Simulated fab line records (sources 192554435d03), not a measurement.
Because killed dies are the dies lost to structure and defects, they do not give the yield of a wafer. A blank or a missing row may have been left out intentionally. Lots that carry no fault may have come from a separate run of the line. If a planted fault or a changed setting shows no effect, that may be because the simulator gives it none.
Matching of chambers	flow n5-finfet	N5_BEOL_M13_VIA_ETCH_16 on rie-diel-01 has 4 sister chambers
The step etches SiOC in C4F8/O2/Ar, target depth 921.7 nm. 4 wafers are shown with their chamber, then 7 later ones without.

== WAFERS WITH THEIR CHAMBER ==
wafer	chamber	drypump-motor-current-A (A)
L085.1	0	6.7
L085.6	2	5.3
L091.1	3	5.2
L091.2	1	5.5

== WAFERS WHOSE CHAMBER IS MISSING ==
wafer	drypump-motor-current-A (A)
L091.4	5.3
L090.2	5.2
L090.5	5.2
L090.6	6.7
L097.1	5.2
L097.3	5.4
L097.4	6.7

== THE CHAMBER EACH PASSED THROUGH ==
wafer	from the rows above	in truth
L091.4	2	2
L090.2	3	3
L090.5	3	3
L090.6	0	0
L097.1	3	3
L097.3	can't be placed: 1 or 2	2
L097.4	0	0
Correct placement for 6 of the 7. Unplaceable from these rows: 1, with the true chamber sitting among the candidates in 1. 0 placed wrongly.
How it was worked out, from the rows above alone: a wafer's distance from a chamber is the root of the sum, over the readings, of the square of ((its reading less the chamber's mean) divided by the reading's scatter). The wafer belongs to the nearest chamber; if the next one is less than 2 further off, it can't be placed. For every chamber, the mean is computed from those of its wafers that are shown. The scatter: root of mean squared gap, hidden wafer to nearest shown wafer, with one shown wafer a chamber.
